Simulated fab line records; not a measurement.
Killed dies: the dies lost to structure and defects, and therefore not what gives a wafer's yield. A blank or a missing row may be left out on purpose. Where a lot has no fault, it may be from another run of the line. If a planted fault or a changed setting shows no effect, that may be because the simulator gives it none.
A struck lot beside a sound one || flow n5-finfet || 36 steps out of a route of 1938
Sound: these wafers, L645.2, L645.4, L645.6. Wafers L652.1, L652.5, L652.6 were the ones struck. The cause comes at the end.
Order at every step that has rows: each side's tool, ch and its chambers, its first start. Under that, the readings that differ: sound wafers || struck wafers || difference of the means || sigmas: that difference in standard deviations of wafers without a fault.
alike: a reading whose means differ by less than 2 such deviations, as well as words and numbers matching on both sides. not compared: withheld readings; readings where some wafer has no value; bounds like >300 that might hide an equal value; numbers whose values overlap and for which the record gives no deviation.
The two part at a step that has a row with sigmas, a row that says differs or no value, or rows on one side only. Numbers that have no deviation but don't overlap get no sigmas and don't part them. A reading that every wafer of one side lacks parts them only if that side has two wafers or more.

first, 9 steps without rows for these wafers: N5_BEOL_M4_ANNEAL_95 (time 240 s); N5_BEOL_M4_SPUTTER_96 (material Cu, target thk 4.5 nm, time 8.29 s); N5_BEOL_M4_ECD_50 (material Cu, target thk 300 nm); N5_BEOL_M4_ANNEAL_51 (time 90 s); N5_BEOL_M4_CMP_52 (polishes, stops on SiOC, t overpolish 6.8 s, target thk 40 nm); N5_BEOL_M4_PRE_CLEAN_60 (time 15 s); N5_BEOL_M4_CO_CAP_55 (material Co, precursor CCTBA/H2, target thk 2 nm, time 102.1 s); N5_BEOL_M4_PRE_CLEAN_56 (time 15 s); N5_BEOL_M4_DEP_57 (deposits SiCN from 3MS/NH3, target thk 8 nm, time 14 s).
N5_BEOL_M4_RC_MEAS_101:
  sound on prober-01 ch 0, day 11 19:07; struck on prober-01 ch 0, day 13 10:03
  alike: DIBL_N, DIBL_P, IOFF_N, IOFF_P, ION_N, ION_P, SS_N, SS_P, VT_N, VT_P
then, 24 steps without rows for these wafers: N5_BEOL_M5_ILD_DEP_00 (deposits SiCOH lowk from DEMS/porogen, target thk 140.64 nm, time 25.9 s); N5_BEOL_M5_CURE_79 (cures SiCOH lowk, time 240 s); N5_BEOL_M5_PECVD_70 (deposits SiO2 from TEOS/O2, target thk 16 nm, time 18 s); N5_BEOL_M5_HM_DEP_02 (deposits TiN, target thk 20 nm); N5_BEOL_M5_COAT_59 (time 60 s, resist thk 60 nm); N5_BEOL_M5_COAT_60 (time 60 s, resist thk 12 nm); N5_BEOL_M5_COAT_71 (time 60 s, resist thk 5 nm); N5_BEOL_M5_COAT_05 (resist thk 30 nm); N5_BEOL_M5_EBR_07; N5_BEOL_M5_SOFTBAKE_06 (time 60 s); N5_BEOL_M5_EXPOSE_08 (exposes mask M5, target cd 28 nm); N5_BEOL_M5_PEB_09 (peb time 60 s); N5_BEOL_M5_DEVELOP_10 (develop time 30 s); N5_BEOL_M5_DESCUM_16 (chemistry O2, time 7 s); N5_BEOL_M5_ETCH_72 (etches underlayer in N2/H2, target depth 6.5 nm, time 5.2 s); N5_BEOL_M5_ETCH_61 (etches SiARC in CF4, target depth 15.6 nm, time 26 s); N5_BEOL_M5_ETCH_62 (etches SOC in N2/H2, target depth 75 nm, overetch 15 nm, time 112.5 s); N5_BEOL_M5_STRIP_63 (strips in N2/H2); N5_BEOL_M5_STRIP_73 (strips in N2/H2); N5_BEOL_M5_STRIP_64 (strips in CF4); N5_BEOL_M5_HM_OPEN_17 (chemistry Cl2/BCl3, target TiN, target depth 20 nm, overetch 6 nm); N5_BEOL_M5_STRIP_19 (strips in O2); N5_BEOL_M5_COAT_65 (time 60 s, resist thk 60 nm); N5_BEOL_M5_COAT_66 (time 60 s, resist thk 12 nm).
N5_BEOL_M8_ETCH_41: etches SiCN in CH3F/O2, target depth 31.9 nm, time 57.8 s.
  sound on rie-diel-02 ch 1,2,3, day 13 14:28; struck on rie-diel-01 ch 0,3, day 14 21:41
  no value came back on the struck wafers for any of 7 readings (CH3F_flow_sccm (sccm), O2_flow_sccm (sccm) and others); on the sound wafers CH3F_flow_sccm (sccm) reads 30.07 29.98 30.00
  not compared: rf-hours-counter-h
-- the record jumps here: 3 days lie between the struck wafers' starts before and after (it left off in module BEOL_M8 and takes up again in module PASSIVATION, whose first step shown is number 1936 of the route) --
N5_PASSIVATION_PROBE_49:
  struck on prober-02, day 18 04:05; sound on prober-01, day 16 08:53
{"reading": "defect-limited-yield (%)", "sound": "92.9 93.6 93.3", "struck": "0 0 0", "difference": -93, "sigmas": -62}
{"reading": "killed_at_M4_up", "sound": "11 9 7", "struck": "1097 1110 1098", "difference": "+1093", "sigmas": "+99 or more"}
{"reading": "killed-dies", "sound": "84 75 79", "struck": "1180 1180 1180", "difference": "+1101", "sigmas": "+61"}
{"reading": "killed-on-rim", "sound": "9 9 8", "struck": "152 152 152", "difference": "+143", "sigmas": "+35"}
{"reading": "sort_bin_5_function (%)", "sound": "3.5 3.6 4.1", "struck": "96.6 97.0 96.3", "difference": "+92.9", "sigmas": "+93"}
{"reading": "sort-n-pass", "sound": "1096 1105 1101", "struck": "0 0 0", "difference": -1101, "sigmas": -61}
{"reading": "sort-yield-pct (%)", "sound": "92.9 93.6 93.3", "struck": "0 0 0", "difference": -93, "sigmas": -62}
  alike: killed_at_M0_to_M3, killed-at-contacts, killed-at-front-end, killed-at-other, killed-open, killed-short, sort_bin_6_memory

## WHERE THEY PART
At N5_BEOL_M8_ETCH_41 first; at N5_PASSIVATION_PROBE_49 last (within this record only).

WHY: what had been put in by the simulator
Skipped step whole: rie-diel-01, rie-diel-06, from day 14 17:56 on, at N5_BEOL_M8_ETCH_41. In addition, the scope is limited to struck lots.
